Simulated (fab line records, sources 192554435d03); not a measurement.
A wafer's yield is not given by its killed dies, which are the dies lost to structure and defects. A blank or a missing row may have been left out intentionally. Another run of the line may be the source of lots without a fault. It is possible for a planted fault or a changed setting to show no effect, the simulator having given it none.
Matching of chambers -- flow n5_finfet -- N5_BEOL_M6_ILD_DEP_00 on pecvd-02 has 3 sister chambers
The step deposits SiCOH lowk from DEMS/porogen, target thk 179.75 nm, time 33.4 s. 16 wafers are shown with their chamber, then 8 later ones without.

== WAFERS PAIRED WITH THEIR CHAMBERS ==
wafer,chamber,throttle_valve_pct (%),showerhead_plenum_p_Torr (Torr),heater_power_w (W)
L075.1,0,14.2,5.740,326
L075.4,1,14.5,5.720,338
L075.5,2,13.5,5.747,310
L077.2,1,14.5,5.719,374
L077.3,2,13.8,5.753,320
L077.6,2,13.7,5.745,314
L080.2,0,14.3,5.733,292
L080.4,1,14.3,5.731,354
L080.5,0,14.2,5.729,295
L084.1,0,14.1,5.751,344
L084.3,2,13.7,5.753,323
L084.5,1,14.4,5.728,354
L086.3,0,14.1,5.741,325
L086.5,1,14.6,5.731,331
L086.6,0,14.2,5.728,321
L089.1,0,14.2,5.734,333

SIGNATURES (means of the wafers above)
reading,chamber 0,chamber 1,chamber 2,scatter within a chamber
throttle_valve_pct,14.186,14.460,13.675,0.0993
showerhead_plenum_p_Torr,5.73657,5.72580,5.74950,0.00668
heater_power_w,319.43,350.20,316.75,16.2
Rule: distance of a wafer from a chamber = root of the sum over the readings of ((wafer's reading minus chamber's mean) / reading's scatter) squared. If the next closest chamber is less than 2 further off than the closest, the wafer can't be placed; otherwise it belongs to the closest. The scatter is the square root of a quotient: the sum, over the shown wafers, of each reading's squared deviation from its chamber's mean, divided by wafers minus chambers.

== WAFERS WITH NO CHAMBER GIVEN ==
wafer,throttle_valve_pct (%),showerhead_plenum_p_Torr (Torr),heater_power_w (W)
L089.2,14.4,5.721,371
L089.5,14.6,5.715,380
L088.1,14.4,5.736,368
L088.5,14.1,5.735,347
L088.6,14.4,5.730,366
L095.1,14.4,5.738,330
L095.3,14.3,5.746,321
L095.6,13.7,5.740,281

== EACH ONE'S CHAMBER ==
wafer,from the rows above,in truth
L089.2,1,1
L089.5,1,1
L088.1,can't be placed: 1 or 0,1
L088.5,can't be placed: 0 or 1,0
L088.6,1,1
L095.1,can't be placed: 0 or 1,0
L095.3,0,0
L095.6,2,2
5 of 8 placed correctly. Cannot be placed on the basis of these rows: 3; the candidates contain the true chamber in 3. Placed wrongly: 0.
